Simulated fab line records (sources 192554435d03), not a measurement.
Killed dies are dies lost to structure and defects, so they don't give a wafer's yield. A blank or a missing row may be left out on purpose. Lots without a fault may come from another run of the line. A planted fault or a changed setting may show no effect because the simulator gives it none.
Matching of chambers ; flow n5Finfet ; rieDiel-04 running N5_BEOL_M2_VIA_ETCH_34: 4 sister chambers
The step etches the open film in C4F6/O2, target depth 69.4 nm, time 65.9 s. 4 wafers are shown with their chamber, then 8 later ones without.

== WAFERS WITH THEIR CHAMBER ==
wafer;chamber;drypumpMotorCurrentA (A)
L087.4;0;6.2
L090.3;1;6.2
L090.6;3;5.5
L092.1;2;5.5

== WAFERS WITHOUT THEIR CHAMBER ==
wafer;drypumpMotorCurrentA (A)
L092.2;6.2
L092.6;6.2
L091.1;5.5
L091.3;6.3
L091.6;6.2
L095.4;6.2
L095.5;6.2
L095.6;5.5

== WHICH CHAMBER EACH ONE RAN IN ==
wafer;from the rows above;in truth
L092.2;can't be placed: 0 or 1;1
L092.6;can't be placed: 0 or 1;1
L091.1;can't be placed: 2 or 3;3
L091.3;can't be placed: 0 or 1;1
L091.6;can't be placed: 0 or 1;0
L095.4;can't be placed: 0 or 1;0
L095.5;can't be placed: 0 or 1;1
L095.6;can't be placed: 2 or 3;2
Correctly placed: 0 of 8. Not placeable from these rows: 8 (in 8, the candidates include the true chamber). Number placed wrongly: 0.
How it was worked out, from the rows above alone: a wafer's distance from a chamber is the root of the sum, over the readings, of the square of ((its reading less the chamber's mean) divided by the reading's scatter). If the next closest chamber is less than 2 further off than the closest, the wafer can't be placed; otherwise it belongs to the closest. A chamber's mean is the mean of its shown wafers. The scatter (one wafer shown for each chamber): square how far every hidden wafer sits from the nearest shown wafer, average those squares and take the square root.
